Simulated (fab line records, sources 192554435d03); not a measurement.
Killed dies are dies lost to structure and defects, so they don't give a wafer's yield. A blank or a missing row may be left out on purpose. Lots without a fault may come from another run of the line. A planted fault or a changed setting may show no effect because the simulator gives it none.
Chamber matching | flow n5_finfet | N5_DUMMY_GATE_ETCH_29 on rie_diel-04: 4 sister chambers
The step etches underlayer in N2/H2, target depth 13 nm. 4 wafers are shown with their chamber, then 12 later ones without.

WAFERS WITH THEIR CHAMBER
wafer  | chamber | drypump_motor_current_A (A)
L089.4 | 2       | 5.86
L091.1 | 1       | 6.24
L091.2 | 3       | 5.47
L091.3 | 0       | 5.83

WAFERS WITHOUT THEIR CHAMBER
wafer  | drypump_motor_current_A (A)
L092.2 | 6.27
L092.3 | 5.44
L092.6 | 5.46
L093.1 | 5.46
L093.2 | 6.26
L093.6 | 5.82
L094.1 | 5.82
L094.2 | 6.27
L094.6 | 5.82
L097.4 | 6.27
L097.5 | 6.26
L097.6 | 5.86

WHICH CHAMBER EACH WENT THROUGH
wafer  | from the rows above     | in truth
L092.2 | 1                       | 1
L092.3 | 3                       | 3
L092.6 | 3                       | 3
L093.1 | 3                       | 3
L093.2 | 1                       | 1
L093.6 | can't be placed: 0 or 2 | 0
L094.1 | can't be placed: 0 or 2 | 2
L094.2 | 1                       | 1
L094.6 | can't be placed: 0 or 2 | 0
L097.4 | 1                       | 1
L097.5 | 1                       | 1
L097.6 | can't be placed: 2 or 0 | 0
Placed correctly: 8 of 12. Can't be placed from these rows: 4 (the true chamber is among the candidates in 4). Placed wrongly: 0.
How it was worked out, from the rows above alone: a wafer's distance from a chamber is the root of the sum, over the readings, of the square of ((its reading less the chamber's mean) divided by the reading's scatter). The wafer belongs to the nearest chamber; if the next one is less than 2 further off, it can't be placed. A chamber's mean is the mean of its shown wafers. The scatter: with one shown wafer a chamber, the root of the mean of the squares of how far each hidden wafer lies from its nearest shown one.
